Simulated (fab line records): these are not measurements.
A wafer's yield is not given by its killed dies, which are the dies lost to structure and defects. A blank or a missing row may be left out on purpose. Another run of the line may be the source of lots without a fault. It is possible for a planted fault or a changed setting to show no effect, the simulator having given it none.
Which of the tools did it?	flow n5Finfet	10 lots, 30 wafers sampled, at 5 steps of a route of 1938

== WHAT THE GAUGES SHOWED, per wafer ==
N5_SD_EPI_N_INSPECT_26: inspects for defects (darkfield).
lot	measured	on	rawDefectCount
L896	day 3 06:22	defectInspect-01	234 187 189
L898	day 3 19:14	defectInspect-01	161 151 147
L899	day 3 23:21	defectInspect-02	189 187 149
L900	day 4 04:28	defectInspect-02	189 170 199
L901	day 4 13:14	defectInspect-02	212 198 200
L904	day 5 06:47	defectInspect-02	227 162 304
L908	day 6 05:47	defectInspect-01	216 193 181
L911	day 7 01:26	defectInspect-01	192 174 207
L912	day 7 05:49	defectInspect-01	248 134 168
L918	day 8 19:59	defectInspect-02	202 196 204

N5_SD_EPI_P_INSPECT_26: inspects for defects (darkfield).
lot	measured	on	rawDefectCount
L896	day 3 10:26	defectInspect-01	206 157 144
L898	day 4 00:17	defectInspect-01	183 172 127
L899	day 4 05:31	defectInspect-01	151 186 163
L900	day 4 08:40	defectInspect-02	145 171 167
L901	day 4 17:19	defectInspect-01	555 528 564
L904	day 5 11:00	defectInspect-02	523 494 586
L908	day 6 11:52	defectInspect-01	136 169 142
L911	day 7 06:29	defectInspect-01	131 135 163
L912	day 7 11:41	defectInspect-01	241 137 151
L918	day 9 00:05	defectInspect-02	134 187 177

== EACH LOT AND THE TOOL THAT RAN IT (in order: tool; ch and the chambers of the sampled wafers; start) ==
lot	N5_SD_EPI_N_SD_RECESS_17	N5_SD_EPI_N_VAPOR_ETCH_50	N5_SD_EPI_P_ETCH_47
L896	rieSi-03 ch 0,1,2, day 3 03:05	epiRpcvd-02 ch 0, day 3 03:54	rieDiel-06 ch 0,3, day 3 07:14
L898	rieSi-04 ch 0,1, day 3 15:11	epiRpcvd-04 ch 0, day 3 16:09	rieDiel-06 ch 0,1,2, day 3 20:14
L899	rieSi-05 ch 1,3, day 3 19:50	epiRpcvd-03 ch 0, day 3 20:39	rieDiel-05 ch 0,3, day 4 00:22
L900	rieSi-03 ch 2,3, day 4 00:23	epiRpcvd-04 ch 0, day 4 01:20	rieDiel-06 ch 1,2, day 4 05:28
L901	rieSi-04 ch 0,3, day 4 09:56	epiRpcvd-03 ch 0, day 4 10:50	rieDiel-06 ch 0,2,3, day 4 14:07
L904	rieSi-05 ch 1,2, day 5 03:31	epiRpcvd-02 ch 0, day 5 04:20	rieDiel-06 ch 1,2, day 5 07:48
L908	rieSi-05 ch 0,1, day 6 02:26	epiRpcvd-04 ch 0, day 6 03:17	rieDiel-02 ch 0,1, day 6 06:40
L911	rieSi-04 ch 0,2,3, day 6 21:53	epiRpcvd-03 ch 0, day 6 22:45	rieDiel-05 ch 1,2,3, day 7 02:26
L912	rieSi-05 ch 0,2,3, day 7 02:33	epiRpcvd-02 ch 0, day 7 03:22	rieDiel-05 ch 0,3, day 7 06:41
L918	rieSi-05 ch 0,2,3, day 8 16:42	epiRpcvd-03 ch 0, day 8 17:32	rieDiel-06 ch 0,2,3, day 8 20:52
- N5_SD_EPI_N_SD_RECESS_17: chemistry HBr/Cl2/O2, target depth 41 nm, time 23.7 s, bt time 3 s.
- N5_SD_EPI_N_VAPOR_ETCH_50: etches Si in HCl, time 54 s.
- N5_SD_EPI_P_ETCH_47: etches SiOCN in CH3F/O2, target depth 25 nm.

== WHAT THE TOOLS THEMSELVES READ (means of the sampled wafers that have a number; where no wafer has one, the mark that the record gives instead) ==
N5_SD_EPI_N_SD_RECESS_17.
lot	tool	HBr_flow_sccm (sccm)	drypumpMotorCurrentA (A)	mfcCl2Sccm (sccm)	oesProductAu (a.u.)	rfFwdPowerW (W)	throttleValvePct (%)
L896	rieSi-03	149.6	5.64	79.92	1.000	795.9	36.99
L898	rieSi-04	149.8	5.87	80.10	1.023	796.7	36.97
L899	rieSi-05	150.5	5.41	80.07	1.003	793.3	37.33
L900	rieSi-03	150.1	5.66	80.18	0.995	793.4	36.72
L901	rieSi-04	149.6	5.73	80.04	0.983	796.4	37.06
L904	rieSi-05	150.2	5.53	80.20	0.994	795.5	37.24
L908	rieSi-05	150.1	5.39	80.00	1.017	790.5	37.32
L911	rieSi-04	150.5	5.62	80.05	0.996	796.1	37.03
L912	rieSi-05	150.1	5.43	80.02	1.009	795.6	37.31
L918	rieSi-05	150.0	5.43	79.98	0.999	791.8	37.32

N5_SD_EPI_N_VAPOR_ETCH_50.
lot	tool	throttleValvePct (%)
L896	epiRpcvd-02	11.70
L898	epiRpcvd-04	11.63
L899	epiRpcvd-03	11.33
L900	epiRpcvd-04	11.60
L901	epiRpcvd-03	11.21
L904	epiRpcvd-02	11.62
L908	epiRpcvd-04	11.52
L911	epiRpcvd-03	11.20
L912	epiRpcvd-02	11.96
L918	epiRpcvd-03	11.17

N5_SD_EPI_P_ETCH_47.
lot	tool	CH3F_flow_sccm (sccm)	drypumpMotorCurrentA (A)	oes_ar_750_au (a.u.)	oesProductAu (a.u.)	rfFwdPowerW (W)	rfVppV (V)	showerheadPlenumPTorr (Torr)	throttleValvePct (%)
L896	rieDiel-06	30.03	6.1	0.77	0.76	407.8	126.7	1.98	16.24
L898	rieDiel-06	30.06	6.0	0.76	0.77	408.5	126.9	1.97	16.27
L899	rieDiel-05	30.10	5.5	0.79	0.78	408.6	128.7	2.09	16.01
L900	rieDiel-06	29.94	6.1	0.75	0.75	408.9	127.6	1.97	16.40
L901	rieDiel-06	30.01	6.2	0.76	0.75	409.0	126.6	1.97	16.37
L904	rieDiel-06	30.00	5.7	0.78	0.80	408.8	128.2	1.95	16.30
L908	rieDiel-02	29.96	6.2	0.88	0.89	408.6	128.1	2.10	16.09
L911	rieDiel-05	30.06	5.7	0.82	0.82	408.2	127.6	2.02	16.05
L912	rieDiel-05	30.05	5.3	0.77	0.77	406.6	128.5	2.08	16.10
L918	rieDiel-06	29.99	6.2	0.74	0.73	408.2	126.2	1.96	16.41

== THE ANSWER, worked out from the rows above alone ==
Rule: the usual values come from the lots themselves. Put in order of their means at a reading, lots are off if they are a third of the lots or fewer, leave a main group of 4 or more, and stand apart from it by a gap of 3 or more times the standard deviation of the main group's means; of several such gaps the widest counts. If all means in a main group match to the digits the tables above print for the reading, that group is not used. A lot without any number at a reading at which 4 lots or more have one is off too. Any other lot the step has rows for is counted as sound. The gauges are gone through in route order, then the tools' own readings, and for those a lot's mean is taken as printed above. The first step at which some lot is off is used, and at that step the reading that is off furthest; a lot without a number counts as furthest.
Off: L901, L904 (N5_SD_EPI_P_INSPECT_26, rawDefectCount). Mean 161 and standard deviation 10 in the main group.
If a tool, at a process step before that reading, ran all the lots that are off and no sound lot after the first of them, it fits. Those tools and the gauges at N5_SD_EPI_P_INSPECT_26 are tried in the same way. None of those tried fits.

== WHAT WAS PUT IN BY THE SIMULATOR ==
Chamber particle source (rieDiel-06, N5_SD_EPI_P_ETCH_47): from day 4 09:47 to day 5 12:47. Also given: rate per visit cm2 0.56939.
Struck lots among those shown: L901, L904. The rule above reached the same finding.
